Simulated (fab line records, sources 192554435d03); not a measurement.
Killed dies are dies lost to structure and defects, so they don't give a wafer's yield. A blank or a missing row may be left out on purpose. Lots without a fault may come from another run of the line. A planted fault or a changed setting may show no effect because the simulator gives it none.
Which tool did it? | flow n5_finfet | 10 lots, 29 wafers sampled, at 5 steps of a route of 1938

WHAT THE GAUGES READ, wafer by wafer
The record holds no reading of a measuring or inspecting step that can be judged against a usual standard deviation.

WHICH TOOL RAN EACH LOT (tool, then ch and the chambers of the sampled wafers, then the start)
lot  | N5_BEOL_M15_TRENCH_ETCH_34         | N5_BEOL_M15_STRIP_62                          | N5_BEOL_M15_SPUTTER_44       | N5_BEOL_M15_SPUTTER_45       | N5_BEOL_M15_CMP_49
L210 | rie_diel-05 ch 1,2,3, day 11 21:43 | rie_diel-06 ch 0,3, day 11 23:17 or earlier   | pvd_sputter-02, day 11 23:17 | pvd_sputter-02, day 11 23:22 | cmp-01 ch 1,2, day 12 00:01
L211 | rie_diel-05 ch 0,1,2, day 11 22:23 | rie_diel-05 ch 1,2, day 11 23:49 or earlier   | pvd_sputter-03, day 11 23:49 | pvd_sputter-03, day 11 23:53 | cmp-01 ch 1,2,3, day 12 00:38
L213 | rie_diel-05 ch 0,1,2, day 13 01:47 | rie_diel-01 ch 0,2,3, day 13 03:57 or earlier | pvd_sputter-03, day 13 03:57 | pvd_sputter-03, day 13 04:02 | cmp-01 ch 1,2,3, day 13 05:10
L216 | rie_diel-05 ch 1,2,3, day 13 05:46 | rie_diel-05 ch 0,1, day 13 14:20 or earlier   | pvd_sputter-01, day 13 14:20 | pvd_sputter-01, day 13 14:25 | cmp-03 ch 0,3, day 13 15:13
L219 | rie_diel-01 ch 1,2, day 14 12:46   | rie_diel-01 ch 0,3, day 14 17:37 or earlier   | pvd_sputter-03, day 14 17:37 | pvd_sputter-03, day 14 17:41 | cmp-03 ch 1,3, day 14 18:21
L222 | rie_diel-01 ch 1,2, day 14 21:47   | rie_diel-01 ch 0,1,2, day 14 23:35 or earlier | pvd_sputter-03, day 14 23:35 | pvd_sputter-03, day 14 23:40 | cmp-03 ch 1,2,3, day 15 00:34
L225 | rie_diel-01 ch 0,1,2, day 15 12:45 | rie_diel-01 ch 0,2,3, day 15 16:49 or earlier | pvd_sputter-01, day 15 16:49 | pvd_sputter-01, day 15 16:54 | cmp-01 ch 0,1,3, day 15 17:34
L230 | rie_diel-05 ch 0,3, day 16 16:24   | rie_diel-05 ch 1,3, day 16 21:14 or earlier   | pvd_sputter-02, day 16 21:14 | pvd_sputter-02, day 16 21:19 | cmp-03 ch 2,3, day 16 22:16
L231 | rie_diel-05 ch 0,2, day 17 05:13   | rie_diel-01 ch 1,2, day 17 09:37 or earlier   | pvd_sputter-02, day 17 09:37 | pvd_sputter-02, day 17 09:42 | cmp-03 ch 0,1, day 17 10:22
L232 | rie_diel-05 ch 2,3, day 18 05:50   | rie_diel-06 ch 0,3, day 18 08:22 or earlier   | pvd_sputter-01, day 18 08:22 | pvd_sputter-01, day 18 08:26 | cmp-04 ch 1,3, day 18 10:17
- N5_BEOL_M15_TRENCH_ETCH_34: etches SiO2 in C4F8/O2/Ar, target depth 872.93 nm, time 199 s.
- N5_BEOL_M15_STRIP_62: strips in O2.
- N5_BEOL_M15_SPUTTER_44: material Ta, target thk 15 nm, time 24.19 s.
- N5_BEOL_M15_SPUTTER_45: material Cu, target thk 100 nm, time 16.67 s.
- N5_BEOL_M15_CMP_49: polishes, stops on SiO2, t overpolish 4.9 s, target thk 850 nm.

WHAT THE TOOLS THEMSELVES READ (means of the sampled wafers that have a number; where no wafer has one, the mark that the record gives instead)
N5_BEOL_M15_TRENCH_ETCH_34. Usual: drypump_motor_current_A 5.62 A, standard deviation 0.3; oes_ar_750_au 0.79 a.u., standard deviation 0.075; oes_f_703_au 0.79 a.u., standard deviation 0.077; oes_product_au 0.79 a.u., standard deviation 0.079; rf_vpp_V 2230 V, standard deviation 29; showerhead_plenum_p_Torr 3.46 Torr, standard deviation 0.075; throttle_valve_pct 30.84 %, standard deviation 0.21.
lot  | tool        | drypump_motor_current_A (A) | oes_ar_750_au (a.u.) | oes_f_703_au (a.u.) | oes_product_au (a.u.) | rf_vpp_V (V) | showerhead_plenum_p_Torr (Torr) | throttle_valve_pct (%) | flag
L210 | rie_diel-05 | 5.48                        | 0.78                 | 0.78                | 0.76                  | 2245         | 3.43                            | 30.80                  |
L211 | rie_diel-05 | 5.63                        | 0.79                 | 0.79                | 0.78                  | 2257         | 3.50                            | 30.79                  |
L213 | rie_diel-05 | 5.63                        | 0.78                 | 0.78                | 0.78                  | 2256         | 3.49                            | 30.81                  |
L216 | rie_diel-05 | 5.46                        | 0.77                 | 0.77                | 0.75                  | 2244         | 3.42                            | 30.81                  |
L219 | rie_diel-01 | 5.74                        | 0.91                 | 0.92                | 0.91                  | 2234         | 3.45                            | 30.83                  |
L222 | rie_diel-01 | 5.50                        | 0.91                 | 0.92                | 0.91                  | 2227         | 3.41                            | 30.81                  |
L225 | rie_diel-01 | 5.77                        | 0.86                 | 0.87                | 0.85                  | 2217         | 3.43                            | 30.81                  |
L230 | rie_diel-05 | 5.70                        | 0.83                 | 0.83                | 0.84                  | 2215         | 3.43                            | 30.88                  |
L231 | rie_diel-05 | 5.88                        | 0.73                 | 0.72                | 0.72                  | 2248         | 3.53                            | 31.02                  |
L232 | rie_diel-05 | 5.55                        | 0.82                 | 0.82                | 0.82                  | 2230         | 3.41                            | 30.93                  |

N5_BEOL_M15_STRIP_62. Usual: drypump_motor_current_A 5.6 A, standard deviation 0.3; oes_product_au 0.81 a.u., standard deviation 0.092; rf_vpp_V 3.6 V, standard deviation 0.45; showerhead_plenum_p_Torr 2.11 Torr, standard deviation 0.041; throttle_valve_pct 16.60 %, standard deviation 0.2.
lot  | tool        | drypump_motor_current_A (A) | oes_product_au (a.u.) | rf_vpp_V (V) | showerhead_plenum_p_Torr (Torr) | throttle_valve_pct (%) | flag
L210 | rie_diel-06 | 5.5                         | 0.78                  | 3.2          | 2.07                            | 16.66                  |
L211 | rie_diel-05 | 5.4                         | 0.79                  | 3.6          | 2.11                            | 16.53                  |
L213 | rie_diel-01 | 5.7                         | 0.84                  | 3.9          | 2.12                            | 16.54                  |
L216 | rie_diel-05 | 5.5                         | 0.75                  | 3.7          | 2.13                            | 16.56                  |
L219 | rie_diel-01 | 5.9                         | 0.74                  | 3.9          | 2.14                            | 16.58                  |
L222 | rie_diel-01 | 5.8                         | 0.87                  | 3.6          | 2.13                            | 16.68                  |
L225 | rie_diel-01 | 5.7                         | 0.89                  | 4.1          | 2.11                            | 16.41                  |
L230 | rie_diel-05 | 5.4                         | 0.86                  | 3.9          | 2.07                            | 16.58                  |
L231 | rie_diel-01 | 5.5                         | 0.87                  | 3.6          | 2.09                            | 16.59                  |
L232 | rie_diel-06 | 5.5                         | 0.72                  | 3.7          | 2.07                            | 16.72                  |

N5_BEOL_M15_SPUTTER_44. Usual: susceptor_temp_C 49.99 C, standard deviation 0.11; throttle_valve_pct 30.4 %, standard deviation 0.94.
lot  | tool           | susceptor_temp_C (C) | throttle_valve_pct (%) | flag
L210 | pvd_sputter-02 | 49.88                | 30.3                   |
L211 | pvd_sputter-03 | 49.97                | 30.0                   |
L213 | pvd_sputter-03 | 49.99                | 29.9                   |
L216 | pvd_sputter-01 | 49.93                | 29.8                   |
L219 | pvd_sputter-03 | 50.05                | 29.9                   |
L222 | pvd_sputter-03 | 50.02                | 30.7                   |
L225 | pvd_sputter-01 | 50.07                | 30.5                   |
L230 | pvd_sputter-02 | 50.01                | 30.0                   |
L231 | pvd_sputter-02 | 49.94                | 30.3                   |
L232 | pvd_sputter-01 | 50.00                | 29.0                   |

N5_BEOL_M15_SPUTTER_45. Usual: chuck_gas_flow_sccm 1.26 sccm, standard deviation 0.055; susceptor_temp_C -19.98 C, standard deviation 0.1; throttle_valve_pct 30.3 %, standard deviation 0.97.
lot  | tool           | chuck_gas_flow_sccm (sccm) | susceptor_temp_C (C) | throttle_valve_pct (%) | flag
L210 | pvd_sputter-02 | 1.29                       | -19.99               | 30.4                   |
L211 | pvd_sputter-03 | 1.25                       | -19.96               | 29.9                   |
L213 | pvd_sputter-03 | 1.26                       | -19.96               | 29.8                   |
L216 | pvd_sputter-01 | 1.19                       | -19.89               | 29.9                   |
L219 | pvd_sputter-03 | 1.24                       | -20.00               | 29.9                   |
L222 | pvd_sputter-03 | 1.28                       | -20.00               | 30.9                   |
L225 | pvd_sputter-01 | 1.27                       | -20.03               | 30.4                   |
L230 | pvd_sputter-02 | 1.22                       | -20.06               | 30.0                   |
L231 | pvd_sputter-02 | 1.32                       | -19.93               | 30.1                   |
L232 | pvd_sputter-01 | 1.27                       | -20.03               | 29.1                   |

N5_BEOL_M15_CMP_49. Usual: barrier_field_endpoint_s 11.30 s, standard deviation 0.28; head_pressure_psi 2.000 psi, standard deviation 0.0043; motor_current_A 7.9 A, standard deviation 0.95.
lot  | tool   | barrier_field_endpoint_s (s) | head_pressure_psi (psi) | motor_current_A (A) | flag
L210 | cmp-01 | 11.46                        | 2.001                   | 7.2                 |
L211 | cmp-01 | 11.61                        | 2.001                   | 7.9                 |
L213 | cmp-01 | 11.19                        | 1.997                   | 7.7                 |
L216 | cmp-03 | 11.37                        | 2.000                   | 7.1                 |
L219 | cmp-03 | 10.49                        | 2.002                   | 8.6                 |
L222 | cmp-03 | 10.65                        | 2.000                   | 8.1                 |
L225 | cmp-01 | 11.38                        | 2.003                   | 8.1                 |
L230 | cmp-03 | 11.59                        | 2.004                   | 7.7                 |
L231 | cmp-03 | 11.18                        | 2.002                   | 7.4                 |
L232 | cmp-04 | 10.95                        | 2.005                   | 8.2                 |

THE ANSWER, worked out from the rows above alone
Rule: a lot is off if the mean of its wafers that have a number lies more than 3 standard deviations from the usual mean. A lot without any number at a reading at which 4 lots or more have one is off too. The other lots that the step has rows for count as sound. The gauges are gone through in route order, then the tools' own readings, and for those a lot's mean is taken as printed above. The first step at which some lot is off is used, and at that step the reading that is off furthest; a lot without a number counts as furthest.
No lot is off at any reading shown: from this, nothing can be told.

WHAT THE SIMULATOR HAD PUT IN
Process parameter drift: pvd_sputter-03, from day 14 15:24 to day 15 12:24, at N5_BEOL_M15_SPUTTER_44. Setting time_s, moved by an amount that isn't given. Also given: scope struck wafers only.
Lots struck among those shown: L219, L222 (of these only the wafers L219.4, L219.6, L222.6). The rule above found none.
